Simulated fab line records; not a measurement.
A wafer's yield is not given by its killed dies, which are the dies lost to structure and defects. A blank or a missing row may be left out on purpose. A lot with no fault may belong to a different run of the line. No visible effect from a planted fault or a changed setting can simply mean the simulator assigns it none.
fab line records | flow n5Finfet
record: lots: 7 | wafers: 39
route steps=1938 shown SD_EPI_P@321 SD_ACTIVATION@330 HKMG_FIN@406 GATE_CUT@469
startH: hours from the record's first day to the start of the lot's first wafer shown | waitH: how many hours have passed since the lot's step before this one | " the same as in the row above | L1.1+2: several wafers, shown together as one row | - value missing, or start not given | * or withheld: withheld | < > ~ a bound
route shown NAME@n: a module of which the file shows steps, and the number in the route of the first | usual: mean/standard deviation taken from wafers without a fault | same: alike in all rows | chamber/n: place in a boat | sites: per-site readings | _std_site: their standard deviation | _edge_site: the outer-site mean with the inner-site mean subtracted | radiusMm: how far each site lies from the wafer's centre | mask NAME#n: copy n | behind: the last tool/chamber to shape the wafer | hold: cause of the lot's hold/its duration in hours/its outcome | device: whichever transistor did not switch (one of n, p or np) | end of line: at the end of the route, the tests of the same wafers | step lacking rows: just its recipe | killed: at the first sort, the dies lost to defects and structure; wafer yield is something else | map: dies across one wafer; x = killed, . = not, _ = none there
set.NAME: the run value of the setting; set.NAME@STEP: its run value at that earlier step | model.NAME: the simulator's own value behind a step, which no gauge read
lots where settings were altered on purpose, with a table for each step and a row for each wafer
== steps ==
step: N5_SD_EPI_P_EPI_21
recipe: material: SiGe:B | dopant: B | tempC: 550 | pressureTorr: 20 | ambient: H2 | timeS: 355
lot.wafer  | tool        | chamber | startH | waitH | set.pressureTorr | model.SiGe-B_of_SD_EPI_P_EPI_21.thkNm
L082.1+3   | epiRpcvd-03 | 0       | 104.88 | 0.2   | 16.15            | 56.4
L082.2     | "           | 0       | "      | "     | 16.15            | 56
L082.4+5   | "           | 0       | "      | "     | 16.15            | 56.8
L082.6     | "           | 0       | "      | "     | 16.15            | 56.2
L085.1+6   | epiRpcvd-04 | 0       | 122.48 | 0.1   | 21.61            | 62.8
L085.2+3   | "           | 0       | "      | "     | 21.61            | 62.4
L085.4     | "           | 0       | "      | "     | 21.61            | 63.2
L085.5     | "           | 0       | "      | "     | 21.61            | 62.6
L087.1+6   | epiRpcvd-04 | 0       | 132.70 | 0.1   | 16.81            | 57.4
L087.2     | "           | 0       | "      | "     | 16.81            | 58.2
L087.3     | "           | 0       | "      | "     | 16.81            | 56.8
L087.4     | "           | 0       | "      | "     | 16.81            | 58
L087.5     | "           | 0       | "      | "     | 16.81            | 57
L089.2     | epiRpcvd-04 | 0       | 145.57 | 0.5   | 20               | 61
L089.5     | "           | 0       | 146.65 | 1.5   | 20               | 62
L089.6     | "           | 0       | "      | "     | 20               | 61.8
L090.1     | epiRpcvd-04 | 0       | 152.64 | 0.1   | 22.23            | 64
L090.2+4   | "           | 0       | "      | "     | 22.23            | 63.2
L090.3+6   | "           | 0       | "      | "     | 22.23            | 62.8
L090.5     | "           | 0       | "      | "     | 22.23            | 63.4
L094.1     | epiRpcvd-01 | 0       | 172.91 | 0.3   | 21.63            | 62.2
L094.2+5   | "           | 0       | "      | "     | 21.63            | 62.8
L094.3+4+6 | "           | 0       | "      | "     | 21.63            | 63
L096.1     | epiRpcvd-03 | 0       | 189.61 | 0.1   | 17.58            | 58.8
L096.2+3+4 | "           | 0       | "      | "     | 17.58            | 59
L096.5     | "           | 0       | 191.05 | 1.5   | 17.58            | 59.4
L096.6     | "           | 0       | "      | "     | 17.58            | 59.2
step: N5_SD_EPI_P_EPI_MEAS_23
recipe: mode: xrd
usual: thkNm: 61.3/1.2
lot.wafer | tool         | chamber | startH | waitH | set.pressureTorr@SD_EPI_P_EPI_21 | thkNm
L082.1    | filmMetro-02 | -       | 107.80 | 2.4   | 16.15                            | 57.3
L082.2    | "            | -       | "      | "     | 16.15                            | 55.5
L082.3    | "            | -       | "      | "     | 16.15                            | 56.6
L082.4    | "            | -       | "      | "     | 16.15                            | 57.8
L082.5    | "            | -       | "      | "     | 16.15                            | 56.9
L082.6    | "            | -       | "      | "     | 16.15                            | 58.1
L085.1    | filmMetro-01 | -       | 124.67 | 1.8   | 21.61                            | 62.3
L085.2    | "            | -       | "      | "     | 21.61                            | 62.3
L085.3    | "            | -       | "      | "     | 21.61                            | 61.8
L085.4    | "            | -       | "      | "     | 21.61                            | 62.8
L085.5    | "            | -       | "      | "     | 21.61                            | 64.1
L085.6    | "            | -       | "      | "     | 21.61                            | 63.8
L087.1    | filmMetro-01 | -       | 134.90 | 1.8   | 16.81                            | 58.5
L087.2    | "            | -       | "      | "     | 16.81                            | 59.1
L087.3    | "            | -       | "      | "     | 16.81                            | 56.1
L087.4    | "            | -       | "      | "     | 16.81                            | 58.7
L087.5    | "            | -       | "      | "     | 16.81                            | 57.2
L087.6    | "            | -       | "      | "     | 16.81                            | 58.2
L089.2    | filmMetro-01 | -       | 147.41 | 1.5   | 20                               | 61.2
L089.5    | "            | -       | "      | "     | 20                               | 61.2
L089.6    | "            | -       | "      | "     | 20                               | 61.3
L090.1    | filmMetro-01 | -       | 154.83 | 1.8   | 22.23                            | 64.5
L090.2    | "            | -       | "      | "     | 22.23                            | 63.2
L090.3    | "            | -       | "      | "     | 22.23                            | 63.2
L090.4    | "            | -       | "      | "     | 22.23                            | 64.8
L090.5    | "            | -       | "      | "     | 22.23                            | 65.0
L090.6    | "            | -       | "      | "     | 22.23                            | 64.1
L094.1    | filmMetro-02 | -       | 176.79 | 3.2   | 21.63                            | 61.9
L094.2    | "            | -       | "      | "     | 21.63                            | 63.3
L094.3    | "            | -       | "      | "     | 21.63                            | 64.9
L094.4    | "            | -       | "      | "     | 21.63                            | 63.6
L094.5    | "            | -       | "      | "     | 21.63                            | 62.2
L094.6    | "            | -       | "      | "     | 21.63                            | 62.2
L096.1    | filmMetro-01 | -       | 191.83 | 1.9   | 17.58                            | 57.2
L096.2    | "            | -       | "      | "     | 17.58                            | 58.6
L096.3    | "            | -       | "      | "     | 17.58                            | 58.6
L096.4    | "            | -       | "      | "     | 17.58                            | 58.2
L096.5    | "            | -       | "      | "     | 17.58                            | 58.3
L096.6    | "            | -       | "      | "     | 17.58                            | 59.2
step: N5_SD_EPI_P_HM_STRIP_48
recipe: chemistry: H3PO4 | tempC: 160 | material: SiNx | target: SiNx | targetDepthA: 30 | overetchFraction: 0.3
lot.wafer | tool        | chamber | startH | waitH | set.pressureTorr@SD_EPI_P_EPI_21 | model.SiGe-B_of_SD_EPI_P_EPI_21.thkNm
L082.1+6  | wetBench-03 | 1,6     | 107.83 | 0.0   | 16.15                            | 56
L082.2    | "           | 2       | "      | "     | 16.15                            | 55.6
L082.3    | "           | 0       | "      | "     | 16.15                            | 56.2
L082.4+5  | "           | 5,7     | "      | "     | 16.15                            | 56.6
L085.1+5  | wetBench-03 | 0,4     | 124.71 | 0.0   | 21.61                            | 62.4
L085.2    | "           | 1       | "      | "     | 21.61                            | 62
L085.3    | "           | 5       | "      | "     | 21.61                            | 62.2
L085.4    | "           | 2       | "      | "     | 21.61                            | 62.8
L085.6    | "           | 3       | "      | "     | 21.61                            | 62.6
L087.1    | wetBench-02 | 7       | 134.93 | 0.0   | 16.81                            | 57.2
L087.2    | "           | 6       | "      | "     | 16.81                            | 57.8
L087.3    | "           | 5       | "      | "     | 16.81                            | 56.4
L087.4    | "           | 4       | "      | "     | 16.81                            | 57.6
L087.5    | "           | 0       | "      | "     | 16.81                            | 56.8
L087.6    | "           | 3       | "      | "     | 16.81                            | 57
L089.2    | wetBench-02 | 1       | 147.44 | 0.0   | 20                               | 60.8
L089.5    | "           | 5       | "      | "     | 20                               | 61.6
L089.6    | "           | 2       | "      | "     | 20                               | 61.4
L090.1    | wetBench-03 | 6       | 154.87 | 0.0   | 22.23                            | 63.6
L090.2    | "           | 5       | "      | "     | 22.23                            | 62.8
L090.3    | "           | 0       | "      | "     | 22.23                            | 62.6
L090.4+5  | "           | 3,7     | "      | "     | 22.23                            | 63
L090.6    | "           | 4       | "      | "     | 22.23                            | 62.4
L094.1    | wetBench-05 | 0       | 176.82 | 0.0   | 21.63                            | 62
L094.2+5  | "           | 6,5     | "      | "     | 21.63                            | 62.4
L094.3+4  | "           | 7,1     | "      | "     | 21.63                            | 62.8
L094.6    | "           | 2       | "      | "     | 21.63                            | 62.6
L096.1+4  | wetBench-02 | 3,1     | 191.86 | 0.0   | 17.58                            | 58.6
L096.2+3  | "           | 0,5     | "      | "     | 17.58                            | 58.8
L096.5+6  | "           | 2,4     | "      | "     | 17.58                            | 59
step: N5_SD_EPI_P_SRD_49
recipe: dry: ipaMarangoni | timeS: 30 | tempC: 23 | rinseLiquid: diw
step: N5_SD_EPI_P_PRECLEAN_24
recipe: chemistry: O3/DIW | timeS: 45 | tempC: 22 | o3Ppm: 10
step: N5_SD_ACTIVATION_RTA_00
recipe: tempC: 975 | timeS: 0 | ambient: N2 | idleTempC: 600 | rampUpCPerS: 150 | rampDownCPerS: 60 | coolToC: 600
step: N5_SD_ACTIVATION_LSA_01
recipe: tempC: 1080 | timeS: 0.0008 | ambient: N2
step: N5_SD_ACTIVATION_RS_MEAS_03
recipe: thkMeasGauge: four-point-probe
usual: RS_SD_N: 21.82/0.29 | RS_SD_P: 55.9/0.86
lot.wafer | tool         | chamber | startH | waitH | set.pressureTorr@SD_EPI_P_EPI_21 | RS_SD_N[ohm/sq] | RS_SD_P[ohm/sq]
L082.1    | filmMetro-01 | -       | 108.55 | 0.2   | 16.15                            | 21.70           | 63.6
L082.2    | "            | -       | "      | "     | 16.15                            | 21.63           | 64.1
L082.3    | "            | -       | "      | "     | 16.15                            | 21.68           | 64.1
L082.4    | "            | -       | "      | "     | 16.15                            | 21.17           | 63.4
L082.5    | "            | -       | "      | "     | 16.15                            | 21.44           | 63.3
L082.6    | "            | -       | "      | "     | 16.15                            | 21.55           | 63.6
L085.1    | filmMetro-02 | -       | 125.29 | 0.2   | 21.61                            | 21.66           | 53.6
L085.2    | "            | -       | "      | "     | 21.61                            | 21.96           | 53.9
L085.3    | "            | -       | "      | "     | 21.61                            | 22.28           | 53.9
L085.4    | "            | -       | "      | "     | 21.61                            | 21.79           | 53.3
L085.5    | "            | -       | "      | "     | 21.61                            | 21.70           | 53.4
L085.6    | "            | -       | "      | "     | 21.61                            | 21.77           | 53.9
L087.1    | filmMetro-01 | -       | 135.52 | 0.2   | 16.81                            | 21.28           | 63.1
L087.2    | "            | -       | "      | "     | 16.81                            | 21.17           | 62.1
L087.3    | "            | -       | "      | "     | 16.81                            | 21.56           | 64.2
L087.4    | "            | -       | "      | "     | 16.81                            | 21.46           | 62.6
L087.5    | "            | -       | "      | "     | 16.81                            | 21.37           | 63.9
L087.6    | "            | -       | "      | "     | 16.81                            | 21.67           | 63.6
L089.2    | filmMetro-01 | -       | 148.09 | 0.2   | 20                               | 22.02           | 55.1
L089.5    | "            | -       | "      | "     | 20                               | 21.40           | 54.7
L089.6    | "            | -       | "      | "     | 20                               | 21.71           | 55.2
L090.1    | filmMetro-01 | -       | 155.44 | 0.2   | 22.23                            | 21.62           | 52.0
L090.2    | "            | -       | "      | "     | 22.23                            | 21.74           | 52.4
L090.3    | "            | -       | "      | "     | 22.23                            | 21.85           | 52.7
L090.4    | "            | -       | "      | "     | 22.23                            | 21.29           | 52.5
L090.5    | "            | -       | "      | "     | 22.23                            | 21.62           | 52.2
L090.6    | "            | -       | "      | "     | 22.23                            | 21.88           | 52.2
L094.1    | filmMetro-02 | -       | 177.40 | 0.2   | 21.63                            | 21.55           | 52.7
L094.2    | "            | -       | "      | "     | 21.63                            | 21.75           | 52.5
L094.3    | "            | -       | "      | "     | 21.63                            | 21.44           | 52.7
L094.4    | "            | -       | "      | "     | 21.63                            | 21.53           | 52.9
L094.5    | "            | -       | "      | "     | 21.63                            | 21.73           | 52.6
L094.6    | "            | -       | "      | "     | 21.63                            | 21.68           | 52.4
L096.1    | filmMetro-02 | -       | 192.43 | 0.2   | 17.58                            | 21.78           | 61.7
L096.2    | "            | -       | "      | "     | 17.58                            | 22.00           | 61.0
L096.3    | "            | -       | "      | "     | 17.58                            | 21.65           | 61.7
L096.4    | "            | -       | "      | "     | 17.58                            | 21.64           | 61.3
L096.5    | "            | -       | "      | "     | 17.58                            | 21.85           | 60.7
L096.6    | "            | -       | "      | "     | 17.58                            | 21.83           | 61.1
step: N5_HKMG_FIN_ETCH_58
recipe: chemistry: N2/H2 | target: SOC | targetDepthA: 2158 | ionEnergyEv: 50 | biasW: 13 | timeS: 741 | pressureMtorr: 30 | sourceW: 875 | n2FlowSccm: 200 | h2FlowSccm: 200
lot.wafer | tool       | chamber | startH | waitH | set.targetDepthA | model.SOC_of_HKMG_FIN_COAT_41.thkNm | model.etch.depthNm | model.HKMG_FIN.featureDepthNm
L082.1    | rieDiel-04 | 3       | 122.03 | 0.0   | 2158             | 87.8                                | 211.3              | 211.2
L082.2    | "          | 2       | "      | "     | 2158             | 83.6                                | 217.2              | 217.2
L082.3    | "          | 0       | "      | "     | 2292             | 70.6                                | 229.6              | 229.6
L082.4    | "          | 1       | "      | "     | 2158             | 74                                  | 225.5              | 225.6
L082.5    | "          | 0       | "      | "     | 2292             | 66.6                                | 232.4              | 232.4
L082.6    | "          | 1       | "      | "     | 2292             | 60.6                                | 238.4              | 238.4
L085.1    | rieDiel-04 | 1       | 138.36 | 0.0   | 2158             | 75.8                                | 222.6              | 222.6
L085.2    | "          | 2       | "      | "     | 2158             | 85.8                                | 213.8              | 213.8
L085.3    | "          | 0       | "      | "     | 2158             | 81.6                                | 217.3              | 217.2
L085.4    | "          | 3       | "      | "     | 2158             | 85.4                                | 212.8              | 212.8
L085.5    | "          | 1       | "      | "     | 2158             | 74.6                                | 223.6              | 223.6
L085.6    | "          | 2       | "      | "     | 2158             | 81.6                                | 216.7              | 216.8
L087.1    | rieDiel-03 | 1       | 148.75 | 0.0   | 2158             | 97.4                                | 203.6              | 203.6
L087.2    | "          | 2       | "      | "     | 2158             | 90.6                                | 210.2              | 210.2
L087.3    | "          | 3       | "      | "     | 1987             | 98.8                                | 202.7              | 202.6
L087.4    | "          | 0       | "      | "     | 1987             | 104.6                               | 196.5              | 196.4
L087.5    | "          | 1       | "      | "     | 2158             | 95                                  | 205.7              | 205.6
L087.6    | "          | 2       | "      | "     | 1987             | 110.2                               | 190.7              | 190.8
L089.2    | rieDiel-04 | 0       | 161.02 | 0.0   | 2158             | 85.6                                | 213                | 213
L089.5    | "          | 0       | "      | "     | 2158             | 85.8                                | 212.6              | 212.6
L089.6    | "          | 3       | "      | "     | 2158             | 87.6                                | 210.7              | 210.8
L090.1    | rieDiel-04 | 0       | 168.73 | 0.0   | 2432             | 58.8                                | 241.3              | 241.2
L090.2    | "          | 3       | "      | "     | 2432             | 60.8                                | 239                | 239
L090.3    | "          | 1       | "      | "     | 2432             | 50                                  | 250                | 250
L090.4    | "          | 2       | "      | "     | 2158             | 85.6                                | 213.5              | 213.6
L090.5    | "          | 3       | "      | "     | 2158             | 88.2                                | 211.3              | 211.4
L090.6    | "          | 2       | "      | "     | 2158             | 86                                  | 213.8              | 213.8
L094.1    | rieDiel-04 | 1       | 191.70 | 0.0   | 2158             | 79.6                                | 220.9              | 221
L094.2    | "          | 0       | "      | "     | 2158             | 87.4                                | 213.4              | 213.4
L094.3    | "          | 2       | "      | "     | 2237             | 77                                  | 224.1              | 224
L094.4    | "          | 3       | "      | "     | 2158             | 87.8                                | 212.5              | 212.6
L094.5    | "          | 0       | "      | "     | 2237             | 78.8                                | 221.2              | 221.2
L094.6    | "          | 1       | "      | "     | 2237             | 72.8                                | 228                | 228
L096.1    | rieDiel-03 | 3       | 205.58 | 0.0   | 2292             | 65.4                                | 235.1              | 235.2
L096.2    | "          | 1       | "      | "     | 2158             | 95.4                                | 204.5              | 204.4
L096.3    | "          | 0       | "      | "     | 2158             | 84.6                                | 216.3              | 216.2
L096.4    | "          | 2       | "      | "     | 2292             | 81.4                                | 220.6              | 220.6
L096.5    | "          | 3       | "      | "     | 2292             | 66.4                                | 234                | 234
L096.6    | "          | 0       | "      | "     | 2158             | 84.8                                | 216.1              | 216.2
step: N5_GATE_CUT_ETCH_58
recipe: chemistry: CH3F/O2 | target: SiNx | targetDepthA: 170 | timeS: 128.6 | ionEnergyEv: 50 | pressureMtorr: 30 | sourceW: 415 | biasW: 21 | Ar_flow_sccm: 150 | CH3F_flow_sccm: 30 | O2_flow_sccm: 20
lot.wafer | tool       | chamber | startH | waitH | set.timeS | model.etch.depthNm
L082.1    | rieDiel-06 | 3       | 129.93 | 0.0   | 128.6     | 17.57
L082.2    | "          | 1       | "      | "     | 128.6     | 17
L082.3    | "          | 2       | "      | "     | 150.8     | 20.88
L082.4    | "          | 0       | "      | "     | 150.8     | 20.39
L082.5    | "          | 3       | "      | "     | 150.8     | 20.56
L082.6    | "          | 2       | "      | "     | 128.6     | 17.51
L085.1    | rieDiel-01 | 1       | 146.44 | 0.1   | 128.6     | 15.97
L085.2    | "          | 0       | "      | "     | 128.6     | 16.52
L085.3    | "          | 3       | "      | "     | 128.6     | 16.82
L085.4    | "          | 2       | "      | "     | 128.6     | 16.78
L085.5    | "          | 2       | "      | "     | 128.6     | 16.88
L085.6    | "          | 1       | "      | "     | 128.6     | 16.16
L087.1    | rieDiel-05 | 0       | 156.58 | 0.0   | 143.7     | 19.99
L087.2    | "          | 2       | "      | "     | 143.7     | 18.7
L087.3    | "          | 1       | "      | "     | 128.6     | 16.31
L087.4    | "          | 3       | "      | "     | 143.7     | 18.16
L087.5    | "          | 3       | "      | "     | 128.6     | 16.21
L087.6    | "          | 2       | "      | "     | 128.6     | 16.62
L089.2    | rieDiel-05 | 0       | 169.05 | 0.2   | 128.6     | 17.87
L089.5    | "          | 1       | "      | "     | 128.6     | 16.52
L089.6    | "          | 2       | "      | "     | 128.6     | 16.78
L090.1    | rieDiel-01 | 1       | 176.62 | 0.1   | 111.6     | 13.94
L090.2    | "          | 3       | "      | "     | 111.6     | 14.66
L090.3    | "          | 2       | "      | "     | 128.6     | 17.13
L090.4    | "          | 3       | "      | "     | 128.6     | 16.95
L090.5    | "          | 2       | "      | "     | 111.6     | 14.88
L090.6    | "          | 1       | "      | "     | 128.6     | 16
L094.1    | rieDiel-05 | 2       | 199.84 | 0.0   | 144.9     | 18.85
L094.2    | "          | 1       | "      | "     | 128.6     | 16.73
L094.3    | "          | 3       | "      | "     | 128.6     | 16.32
L094.4    | "          | 0       | "      | "     | 144.9     | 20.18
L094.5    | "          | 2       | "      | "     | 144.9     | 18.98
L094.6    | "          | 3       | "      | "     | 128.6     | 16.38
L096.1    | rieDiel-01 | 2       | 214.04 | 0.1   | 157.6     | 20.65
L096.2    | "          | 1       | "      | "     | 128.6     | 15.78
L096.3    | "          | 3       | "      | "     | 128.6     | 16.57
L096.4    | "          | 3       | "      | "     | 157.6     | 20.26
L096.5    | "          | 1       | "      | "     | 128.6     | 15.8
L096.6    | "          | 2       | "      | "     | 157.6     | 20.77
== key ==
split: step: N5_SD_EPI_P_EPI_21 | setting: pressureTorr | stated: 20 | by: lot
response: step: N5_SD_EPI_P_EPI_21 | reading: model.SiGe-B_of_SD_EPI_P_EPI_21.thkNm | change: +0.216 | per: 1% | r: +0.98
response: step: N5_SD_EPI_P_EPI_MEAS_23 | reading: thkNm | change: * | per: 1% | r: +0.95
response: step: N5_SD_EPI_P_HM_STRIP_48 | reading: model.SiGe-B_of_SD_EPI_P_EPI_21.thkNm | change: +0.215 | per: 1% | r: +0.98
response: step: N5_SD_ACTIVATION_RS_MEAS_03 | reading: RS_SD_P | change: -0.395 | per: 1% | r: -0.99
split: step: N5_HKMG_FIN_ETCH_58 | setting: targetDepthA | stated: 2158 | by: wafer
response: step: N5_HKMG_FIN_ETCH_58 | reading: model.SOC_of_HKMG_FIN_COAT_41.thkNm | change: -2.23 | per: 1% | r: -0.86
response: step: N5_HKMG_FIN_ETCH_58 | reading: model.etch.depthNm | change: +2.24 | per: 1% | r: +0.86
response: step: N5_HKMG_FIN_ETCH_58 | reading: model.HKMG_FIN.featureDepthNm | change: +2.23 | per: 1% | r: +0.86
split: step: N5_GATE_CUT_ETCH_58 | setting: timeS | stated: 128.6 | by: wafer
response: step: N5_GATE_CUT_ETCH_58 | reading: model.etch.depthNm | change: +0.198 | per: 1% | r: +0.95
